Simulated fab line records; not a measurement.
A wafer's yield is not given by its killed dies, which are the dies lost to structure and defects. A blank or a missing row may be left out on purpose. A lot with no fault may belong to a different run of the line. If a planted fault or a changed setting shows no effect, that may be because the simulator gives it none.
Chamber matching + flow nand-harc + NHARC_P_CONTACT_CMP_24 on cmp-03 has 4 sister chambers
The step polishes, t overpolish 30 s, target thk 200 nm. 4 wafers are shown with their chamber, then 8 later ones without.

## WAFERS PAIRED WITH THEIR CHAMBERS
| wafer  | chamber | motor-current-A (A) |
|--------|---------|---------------------|
| L268.3 | 2       | 11.4                |
| L271.1 | 1       | 12.5                |
| L271.4 | 3       | 14.0                |
| L274.1 | 0       | 11.1                |

## WAFERS WITHOUT THEIR CHAMBER
| wafer  | motor-current-A (A) |
|--------|---------------------|
| L274.3 | 11.1                |
| L274.5 | 11.2                |
| L278.1 | 12.1                |
| L278.3 | 12.6                |
| L278.6 | 11.2                |
| L280.1 | 13.2                |
| L280.2 | 11.6                |
| L280.3 | 14.0                |

## CHAMBER TAKEN BY EACH
| wafer  | from the rows above     | in truth |
|--------|-------------------------|----------|
| L274.3 | can't be placed: 0 or 2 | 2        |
| L274.5 | can't be placed: 0 or 2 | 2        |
| L278.1 | can't be placed: 1 or 2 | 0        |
| L278.3 | 1                       | 1        |
| L278.6 | can't be placed: 0 or 2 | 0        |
| L280.1 | can't be placed: 1 or 3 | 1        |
| L280.2 | can't be placed: 2 or 0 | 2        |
| L280.3 | 3                       | 3        |
Placed correctly: 2 of 8. Can't be placed from these rows: 6 (the true chamber is among the candidates in 5). Placed wrongly: 0.
How it was worked out, from the rows above alone: a wafer's distance from a chamber is the root of the sum, over the readings, of the square of ((its reading less the chamber's mean) divided by the reading's scatter). The wafer belongs to the nearest chamber; if the next one is less than 2 further off, it can't be placed. The mean given for a chamber averages the wafers shown for that chamber. The scatter: with one shown wafer a chamber, the root of the mean of the squares of how far each hidden wafer lies from its nearest shown one.
